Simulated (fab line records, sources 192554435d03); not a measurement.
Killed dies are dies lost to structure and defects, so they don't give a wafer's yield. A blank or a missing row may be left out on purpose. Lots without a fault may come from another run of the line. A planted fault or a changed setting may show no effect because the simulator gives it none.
One fault seen from 3 desks | flow n5_finfet | each desk has only its own numbers; what lay behind them comes last

THE TOOL OWNER'S DESK: rie_diel-03
The tool's own readings at N5_BEOL_M11_ETCH_62 (etches SOC in N2/H2, target depth 110 nm, overetch 22 nm, time 165 s): means of the sampled wafers that have a number, for each lot that ran on this tool. A lot is out of limits, marked OUT, if its mean lies more than 4 standard deviations from the usual mean; the brackets give that distance.
Columns: A = bias_w at N5_BEOL_M11_ETCH_62, usual 150.1 W; B = drypump_motor_current_A at N5_BEOL_M11_ETCH_62, usual 5.6 A; C = oes_product_au at N5_BEOL_M11_ETCH_62, usual 0.67 a.u.; D = rf_vpp_V at N5_BEOL_M11_ETCH_62, usual 524 V; E = showerhead_plenum_p_Torr at N5_BEOL_M11_ETCH_62, usual 2.53 Torr; F = throttle_valve_pct at N5_BEOL_M11_ETCH_62, usual 17.76 %
lot  | first seen here | A               | B   | C    | D              | E    | F
L629 | day 10 09:50    | 150.2           | 5.3 | 0.64 | 524            | 2.54 | 17.69
L639 | day 12 14:02    | 157.5 (+17) OUT | 5.3 | 0.62 | 538 (+4.3) OUT | 2.43 | 17.72
L640 | day 12 21:47    | 157.8 (+17) OUT | 5.3 | 0.69 | 540 (+4.9) OUT | 2.52 | 17.64
This desk's finding: out of limits on L639, L640; first on L639, day 12 14:02 (bias_w at N5_BEOL_M11_ETCH_62). In limits: L629.

THE METROLOGY DESK
What the gauges read, lot by lot, whatever tool the lot ran on: means of the sampled wafers that have a number. A lot is out of limits, marked OUT, if its mean lies more than 4 standard deviations from the usual mean; the brackets give that distance.
Columns: A = cd_nm at N5_BEOL_M11_CD_MEAS_11, usual 64.0 nm; B = M11_OVL at N5_BEOL_M11_OVL_MEAS_12, usual -0.4 nm
lot  | first seen here | A    | B
L629 | day 10 09:27    | 64.3 | 1.0
L632 | day 10 13:34    | 64.1 | 0.8
L639 | day 12 13:52    | 63.8 | -0.9
L640 | day 12 21:37    | 63.3 | -0.7
L647 | day 14 21:23    | 63.8 | 0.8
L652 | day 16 00:38    | 63.8 | -0.7
This desk's finding: nothing out of limits on any of the 6 lots.

THE DEFECT DESK
What the inspections along the route counted, lot by lot: means of the sampled wafers that have a number. A lot is out of limits, marked OUT, if its mean lies more than 4 standard deviations from the usual mean; the brackets give that distance.
Columns: A = raw_defect_count at N5_BEOL_M11_INSPECT_13, usual 393
lot  | first seen here | A
L629 | day 10 09:30    | 399
L632 | day 10 13:37    | 342
L639 | day 12 13:55    | 536
L640 | day 12 21:40    | 309
L647 | day 14 21:26    | 450
L652 | day 16 00:41    | 328
This desk's finding: nothing out of limits on any of the 6 lots.

PUT TOGETHER
The tool owner's desk could have raised an alarm at day 12 14:02, on L639, L640.
The metrology desk saw nothing out of limits.
The defect desk saw nothing out of limits.
The metrology desk has L639, L640 on record, within its limits.
The defect desk has L639, L640 on record, within its limits.
Of the lots named, all ran N5_BEOL_M11_ETCH_62 on rie_diel-03.

WHAT THE SIMULATOR HAD PUT IN
Process parameter drift: rie_diel-03, from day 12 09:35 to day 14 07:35, at N5_BEOL_M11_ETCH_62. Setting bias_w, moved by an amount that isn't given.
Lots struck among those shown: L639, L640.
Hours from the fault's start to each desk's first reading out of limits: the tool owner's desk, 4.
